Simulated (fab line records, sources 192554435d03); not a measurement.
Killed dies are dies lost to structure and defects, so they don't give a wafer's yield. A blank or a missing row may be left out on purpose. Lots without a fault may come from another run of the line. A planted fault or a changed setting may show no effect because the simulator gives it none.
Which tool did it? | flow n5_finfet | 9 lots, 24 wafers sampled, at 7 steps of a route of 1938

WHAT THE GAUGES READ, wafer by wafer
N5_SD_EPI_N_CD_MEAS_09: target cd 120 nm.
lot  | measured    | on        | cd_nm (nm)
L448 | day 3 18:21 | cd_sem-03 | 119.8 120.3 120.6
L457 | day 6 06:37 | cd_sem-03 | 120.3 120.3 119.9
L458 | day 6 12:22 | cd_sem-01 | 121.6 120.0 120.5
L460 | day 7 00:10 | cd_sem-02 | 119.7 120.4 120.3
L461 | day 7 00:37 | cd_sem-01 | 119.3 120.1
L462 | day 7 11:52 | cd_sem-02 | 120.0 120.1
L463 | day 7 13:16 | cd_sem-01 | 120.4 120.8 121.3
L464 | day 7 23:33 | cd_sem-01 | 120.9 120.9 120.0
L465 | day 8 00:37 | cd_sem-01 | 119.1 120.3

N5_SD_EPI_N_EPI_MEAS_23.
lot  | measured    | on            | thk_nm (nm)
L448 | day 3 22:05 | film_metro-01 | 59.2 56.4 60.2
L457 | day 6 10:09 | film_metro-01 | 57.8 56.4 58.4
L458 | day 6 16:38 | film_metro-02 | 57.6 57.6 60.3
L460 | day 7 03:47 | film_metro-01 | 58.7 58.1 59.1
L461 | day 7 04:59 | film_metro-02 | 64.0 61.0
L462 | day 7 16:05 | film_metro-02 | 62.3 58.8
L463 | day 7 17:29 | film_metro-01 | 59.8 58.5 58.2
L464 | day 8 03:40 | film_metro-01 | 58.2 58.4 58.3
L465 | day 8 04:50 | film_metro-02 | 59.6 61.2

N5_SD_ACTIVATION_RS_MEAS_03: measures by four-point-probe.
lot  | measured    | on            | RS_SD_N (ohm/sq) | RS_SD_P (ohm/sq)
L448 | day 4 03:40 | film_metro-01 | 21.7 22.2 21.5   | 55.3 55.6 54.9
L457 | day 6 15:29 | film_metro-01 | 21.9 22.1 21.8   | 57.0 57.1 57.3
L458 | day 6 21:49 | film_metro-01 | 21.8 21.7 21.9   | 56.6 57.7 57.0
L460 | day 7 09:47 | film_metro-01 | 22.4 22.4 22.5   | 56.3 57.1 55.7
L461 | day 7 10:23 | film_metro-02 | 20.3 21.9        | 58.1 58.3
L462 | day 7 21:16 | film_metro-01 | 20.7 21.8        | 57.8 56.5
L463 | day 8 01:34 | film_metro-02 | 22.2 22.1 21.8   | 56.4 55.7 55.7
L464 | day 8 09:20 | film_metro-02 | 22.4 22.6 22.5   | 55.8 56.7 56.5
L465 | day 8 10:44 | film_metro-01 | 22.0 20.7        | 56.5 56.1

N5_BEOL_M4_RC_MEAS_101.
lot  | measured     | on        | DIBL_N (mV/V)  | DIBL_P (mV/V)  | IOFF_N (nA/um) | IOFF_P (nA/um) | ION_N (uA/um) | ION_P (uA/um) | RS_SD_N (ohm/sq) | SS_N (mV/dec)  | SS_P (mV/dec)  | VT_N (mV)   | VT_P (mV)
L448 | day 10 10:39 | prober-02 | 38.1 36.1 35.0 | 37.8 36.1 33.9 | 0.20 0.16 0.15 | 0.23 0.20 0.17 | 685 676 665   | 463 459 453   | 28.0 28.6 27.7   | 71.4 71.4 71.7 | 73.6 73.3 72.9 | 241 251 251 | -249 -253 -254
L457 | day 13 07:22 | prober-01 | 38.7 37.5 37.1 | 37.3 35.6 35.4 | 0.17 0.15 0.15 | 0.22 0.19 0.18 | 674 672 659   | 461 454 446   | 28.8 28.9 28.6   | 71.9 72.2 71.0 | 74.7 73.6 73.3 | 250 251 256 | -250 -251 -255
L458 | day 13 16:12 | prober-02 | 36.9 36.6 38.0 | 37.9 38.0 38.5 | 0.18 0.16 0.20 | 0.21 0.20 0.22 | 683 668 685   | 459 453 461   | 28.6 28.8 28.4   | 71.5 71.7 71.9 | 73.2 73.3 74.0 | 246 252 247 | -253 -250 -250
L460 | day 13 17:46 | prober-01 | 36.3 35.7 36.9 | 38.5 36.3 38.1 | 0.16 0.16 0.18 | 0.21 0.17 0.20 | 666 666 668   | 458 445 458   | 28.7 28.7 28.7   | 71.4 72.0 72.0 | 73.7 73.4 73.8 | 248 249 251 | -253 -258 -256
L461 | day 13 20:47 | prober-01 | 34.9 35.5      | 35.3 36.0      | 0.14 0.15      | 0.18 0.20      | 668 662       | 454 450       | 26.2 28.5        | 71.1 71.2      | 73.0 73.4      | 251 249     | -253 -248
L462 | day 14 11:08 | prober-01 | 36.8 38.5      | 34.7 37.1      | 0.14 0.17      | 0.18 0.22      | 667 677       | 459 462       | 26.8 28.5        | 71.3 71.7      | 73.7 73.7      | 248 247     | -253 -250
L463 | day 14 01:58 | prober-02 | 39.8 38.8 38.1 | 39.7 38.4 37.0 | 0.22 0.18 0.17 | 0.24 0.24 0.20 | 700 674 671   | 467 462 458   | 28.4 28.5 28.5   | 71.8 72.7 71.4 | 74.1 74.6 73.9 | 248 248 250 | -250 -252 -253
L464 | day 14 19:54 | prober-01 | 37.3 36.7 38.7 | 36.5 35.3 39.4 | 0.17 0.15 0.21 | 0.20 0.18 0.25 | 679 665 686   | 457 451 462   | 28.7 29.1 29.4   | 71.4 72.2 72.4 | 73.6 72.7 73.9 | 247 250 243 | -251 -253 -251
L465 | day 14 10:26 | prober-02 | 35.0 36.7      | 34.7 36.8      | 0.14 0.16      | 0.19 0.21      | 672 680       | 460 462       | 28.2 26.8        | 71.3 71.7      | 73.9 74.5      | 254 253     | -254 -251

WHICH TOOL RAN EACH LOT (tool, then ch and the chambers of the sampled wafers, then the start)
lot  | N5_DUMMY_GATE_HM_OPEN_21          | N5_SPACER0_ALD_08                | N5_SD_EPI_N_EPI_21
L448 | rie_diel-03 ch 0,1, day 3 16:43   | ald_sin-04 ch 1,2,3, day 3 17:55 | epi_rpcvd-02 ch 0, day 3 20:22
L457 | rie_diel-03 ch 0,2,3, day 6 05:01 | ald_sin-02 ch 0,2, day 6 06:11   | epi_rpcvd-04 ch 0, day 6 08:41
L458 | rie_diel-02 ch 1,3, day 6 10:48   | ald_sin-01 ch 2,3, day 6 11:56   | epi_rpcvd-02 ch 0, day 6 14:20
L460 | rie_diel-02 ch 0,2,3, day 6 22:29 | ald_sin-02 ch 0,2,3, day 6 23:36 | epi_rpcvd-03 ch 0, day 7 02:20
L461 | rie_diel-02 ch 2,3, day 6 22:50   | ald_sin-04 ch 0,3, day 7 00:02   | epi_rpcvd-02 ch 0, day 7 03:50
L462 | rie_diel-02 ch 2, day 7 10:07     | ald_sin-01 ch 1,2, day 7 11:18   | epi_rpcvd-02 ch 0, day 7 14:55
L463 | rie_diel-03 ch 2,3, day 7 11:28   | ald_sin-02 ch 0,2, day 7 12:42   | epi_rpcvd-04 ch 0, day 7 15:56
L464 | rie_diel-02 ch 1,2, day 7 21:54   | ald_sin-01 ch 0,1,3, day 7 22:59 | epi_rpcvd-03 ch 0, day 8 01:23
L465 | rie_diel-05 ch 0,3, day 7 22:54   | ald_sin-04 ch 0,2, day 8 00:03   | epi_rpcvd-02 ch 0, day 8 02:33
- N5_DUMMY_GATE_HM_OPEN_21: chemistry CH3F/O2, target SiNx, target depth 120 nm, time 171.4 s.
- N5_SPACER0_ALD_08: deposits SiNx, target thk 2 nm.
- N5_SD_EPI_N_EPI_21: deposits Si:P, time 690 s.

WHAT THE TOOLS THEMSELVES READ (means of the sampled wafers that have a number; where no wafer has one, the mark that the record gives instead)
N5_DUMMY_GATE_HM_OPEN_21.
lot  | tool        | drypump_motor_current_A (A) | mfc_ar_sccm (sccm) | oes_o_777_au (a.u.) | oes_product_au (a.u.) | rf_vpp_V (V) | showerhead_plenum_p_Torr (Torr) | throttle_valve_pct (%)
L448 | rie_diel-03 | 5.5                         | 150.3              | 0.73                | 0.74                  | 305          | 2.06                            | 16.39
L457 | rie_diel-03 | 5.3                         | 149.6              | 0.75                | 0.76                  | 306          | 2.07                            | 16.34
L458 | rie_diel-02 | 6.3                         | 149.7              | 0.76                | 0.76                  | 301          | 1.95                            | 16.56
L460 | rie_diel-02 | 5.5                         | 150.1              | 0.74                | 0.72                  | 302          | 2.03                            | 16.33
L461 | rie_diel-02 | 5.8                         | 150.1              | 0.74                | 0.73                  | 300          | 2.01                            | 16.37
L462 | rie_diel-02 | 5.6                         | 149.9              | 0.74                | 0.74                  | 303          | 2.08                            | 16.20
L463 | rie_diel-03 | 5.4                         | 149.9              | 0.71                | 0.74                  | 306          | 2.07                            | 16.34
L464 | rie_diel-02 | 6.1                         | 149.5              | 0.76                | 0.76                  | 302          | 2.00                            | 16.46
L465 | rie_diel-05 | 5.2                         | 150.1              | 0.69                | 0.70                  | 302          | 2.03                            | 16.63

N5_SPACER0_ALD_08.
lot  | tool       | heater_power_w (W) | susceptor_temp_C (C)
L448 | ald_sin-04 | 817                | 399.82
L457 | ald_sin-02 | 804                | 399.89
L458 | ald_sin-01 | 846                | 399.88
L460 | ald_sin-02 | 809                | 399.94
L461 | ald_sin-04 | 850                | 399.98
L462 | ald_sin-01 | 855                | 400.02
L463 | ald_sin-02 | 811                | 399.99
L464 | ald_sin-01 | 845                | 400.10
L465 | ald_sin-04 | 920                | 400.11

N5_SD_EPI_N_EPI_21.
lot  | tool         | susceptor_temp_C (C)
L448 | epi_rpcvd-02 | 679.63
L457 | epi_rpcvd-04 | 679.71
L458 | epi_rpcvd-02 | 679.84
L460 | epi_rpcvd-03 | 679.99
L461 | epi_rpcvd-02 | 680.29
L462 | epi_rpcvd-02 | 680.21
L463 | epi_rpcvd-04 | 680.01
L464 | epi_rpcvd-03 | 680.27
L465 | epi_rpcvd-02 | 680.07

THE ANSWER, worked out from the rows above alone
Rule: what is usual is taken from the lots themselves. Put in order of their means at a reading, lots are off if they are a third of the lots or fewer, leave a main group of 4 or more, and stand apart from it by a gap of 3 or more times the standard deviation of the main group's means; of several such gaps the widest counts. A main group whose means are all the same, to the digits that the tables above print for the reading, isn't used. A lot without any number at a reading at which 4 lots or more have one is off too. The other lots that the step has rows for count as sound. The gauges are gone through in route order, then the tools' own readings, and for those a lot's mean is taken as printed above. The first step at which some lot is off is used, and at that step the reading that is off furthest; a lot without a number counts as furthest.
Off: L461, L462, L465, at N5_SD_EPI_N_EPI_MEAS_23 (thk_nm). The main group: mean 58.4 nm, standard deviation 0.42.
A tool fits if, at a process step before that reading, it ran every lot that is off, and no sound lot after the first of them. The gauges at N5_SD_EPI_N_EPI_MEAS_23 are tried like those tools. Can't be told from this: 2 tools fit, epi_rpcvd-02 at N5_SD_EPI_N_EPI_21, film_metro-02 at N5_SD_EPI_N_EPI_MEAS_23.

WHAT THE SIMULATOR HAD PUT IN
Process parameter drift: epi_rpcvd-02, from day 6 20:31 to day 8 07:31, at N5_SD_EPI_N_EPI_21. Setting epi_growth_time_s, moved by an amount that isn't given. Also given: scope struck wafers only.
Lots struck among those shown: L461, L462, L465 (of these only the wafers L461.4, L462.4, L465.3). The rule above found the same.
